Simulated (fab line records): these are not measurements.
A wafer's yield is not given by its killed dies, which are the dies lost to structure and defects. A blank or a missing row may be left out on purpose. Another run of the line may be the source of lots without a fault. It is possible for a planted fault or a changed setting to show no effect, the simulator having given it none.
A lot that was struck, set against a sound lot | flow nand_harc | 14 out of 1302 route steps
Sound: the wafers L407.4, L407.5, L407.6. Struck: wafer L410.3. (L410.1, L410.5 of the same lot were not struck and are left out.) The cause comes at the end.
Order at every step that has rows: each side's tool, ch and its chambers, its first start. Under that, the readings that differ: sound wafers | struck wafers | difference of the means | sigmas: that difference in standard deviations of wafers without a fault.
alike: same words and numbers on both sides, and readings whose means sit less than 2 such deviations apart. not compared: any withheld reading, any reading some wafer has no value for, any bound like >300 that may hide the same value, and any number with overlapping values for which the record gives no deviation.
The two part at a step that has a row with sigmas, a row that says differs or no value, or rows on one side only. Non-overlapping numbers with no deviation appear without sigmas and do not part them. A reading missing from all wafers of one side parts the sides only when that side holds two or more wafers.

first, 5 steps without rows for these wafers: NHARC_P_GATE_SOFTBAKE_21 (time 55 s); NHARC_P_GATE_EBR_22; NHARC_P_GATE_EXPOSE_23 (exposes mask P GATE, target cd 120 nm); NHARC_P_GATE_PEB_24 (peb time 65 s); NHARC_P_GATE_DEVELOP_25 (develop time 35 s).
NHARC_P_GATE_CD_MEAS_26: the cd target is 120 nm.
  sound on cd_sem-02 ch 0, day 12 21:59; struck on cd_sem-03 ch 0, day 13 15:25
  alike: cd_nm
NHARC_P_GATE_OVL_MEAS_27:
  struck on overlay-02, day 13 15:30; sound on overlay-01, day 12 22:04
  alike: overlay_x_nm, overlay_y_nm
NHARC_P_GATE_INSPECT_28:
  struck on defect_inspect-01, day 13 15:32; sound on defect_inspect-01, day 12 22:06
  reading          | sound | struck | difference | sigmas
  raw_defect_count | 5 8 3 | 13     | +8         | +2
NHARC_P_GATE_DESCUM_31: chemistry O2, time 3 s.
  sound on rie_diel-02 ch 0,1, day 12 22:10; struck on rie_diel-02 ch 0, day 13 15:37
  alike: drypump_motor_current_A, oes_product_au, rf_vpp_V, showerhead_plenum_p_Torr, throttle_valve_pct
  not compared: rf_hours_counter_h
NHARC_P_GATE_ETCH_104: etches the open film in CF4/CHF3, target depth 60 nm.
  sound on rie_diel-02 ch 0,1,3, day 12 22:15; struck on rie_diel-02 ch 2, day 13 15:41
  alike: drypump_motor_current_A, oes_product_au, rf_vpp_V, showerhead_plenum_p_Torr, throttle_valve_pct
NHARC_P_GATE_HM_OPEN_105: chemistry O2/COS, target depth 360 nm.
  sound on rie_diel-02 ch 0,1; struck on rie_diel-02 ch 0
  alike: drypump_motor_current_A, oes_product_au, rf_vpp_V, showerhead_plenum_p_Torr, throttle_valve_pct
  not compared: rf_hours_counter_h
then, 1 step without rows for these wafers: NHARC_P_GATE_STRIP_106 (strips in O2/COS).
NHARC_P_GATE_ETCH_114: etches the open film in CF4/O2, target depth 30 nm, overetch 3 nm, time 16.5 s.
  sound on rie_diel-02 ch 0,1, day 12 22:00; struck on rie_diel-02 ch 0, day 13 15:00
  reading               | sound             | struck | difference | sigmas
  oes_product_au (a.u.) | 1.007 1.010 1.017 | 0.926  | -0.085     | -10
  alike: drypump_motor_current_A, oes_ar_750_au, rf_vpp_V, showerhead_plenum_p_Torr, throttle_valve_pct
  not compared: rf_hours_counter_h
NHARC_P_GATE_ETCH_32: etches the open film in HBr/Cl2, target depth 150 nm, time 100.1 s.
  sound on rie_si-02 ch 2,3, day 12 22:38; struck on rie_si-02 ch 0, day 13 16:05
  alike: drypump_motor_current_A, oes_product_au, throttle_valve_pct
  not compared: rf_hours_counter_h

== WHERE THEY PART ==
At NHARC_P_GATE_INSPECT_28 first; at NHARC_P_GATE_ETCH_114 last (within this record only). Later steps at which nothing parts them and some readings are alike: NHARC_P_GATE_ETCH_32.

WHY: what had been put in by the simulator
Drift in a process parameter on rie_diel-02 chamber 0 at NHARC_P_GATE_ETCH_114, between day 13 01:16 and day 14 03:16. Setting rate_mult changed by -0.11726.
